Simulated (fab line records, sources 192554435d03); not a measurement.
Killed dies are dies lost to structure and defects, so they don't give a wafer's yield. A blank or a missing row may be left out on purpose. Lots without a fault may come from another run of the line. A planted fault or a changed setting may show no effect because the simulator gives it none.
Chamber matching | flow n5_finfet | N5_DUMMY_GATE_ALD_02 on ald_sin-01: 4 sister chambers
The step deposits SiO2, target thk 2 nm, pulse time 1 s. 4 wafers are shown with their chamber, then 8 later ones without.

WAFERS WITH THEIR CHAMBER
wafer  | chamber | heater_power_w (W)
L079.6 | 2       | 495
L084.1 | 0       | 516
L084.4 | 3       | 519
L086.1 | 1       | 511

WAFERS WITHOUT THEIR CHAMBER
wafer  | heater_power_w (W)
L086.3 | 517
L086.5 | 520
L088.1 | 530
L088.3 | 500
L088.4 | 503
L093.1 | 511
L093.3 | 516
L093.6 | 513

WHICH CHAMBER EACH WENT THROUGH
wafer  | from the rows above               | in truth
L086.3 | can't be placed: 0 or 3 or 1      | 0
L086.5 | can't be placed: 3 or 0 or 1      | 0
L088.1 | can't be placed: 3 or 0 or 1      | 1
L088.3 | can't be placed: 2 or 1           | 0
L088.4 | can't be placed: 1 or 2 or 0 or 3 | 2
L093.1 | can't be placed: 1 or 0 or 3      | 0
L093.3 | can't be placed: 0 or 3 or 1      | 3
L093.6 | can't be placed: 1 or 0 or 3      | 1
Placed correctly: 0 of 8. Can't be placed from these rows: 8 (the true chamber is among the candidates in 7). Placed wrongly: 0.
How it was worked out, from the rows above alone: a wafer's distance from a chamber is the root of the sum, over the readings, of the square of ((its reading less the chamber's mean) divided by the reading's scatter). The wafer belongs to the nearest chamber; if the next one is less than 2 further off, it can't be placed. A chamber's mean is the mean of its shown wafers. The scatter: with one shown wafer a chamber, the root of the mean of the squares of how far each hidden wafer lies from its nearest shown one.
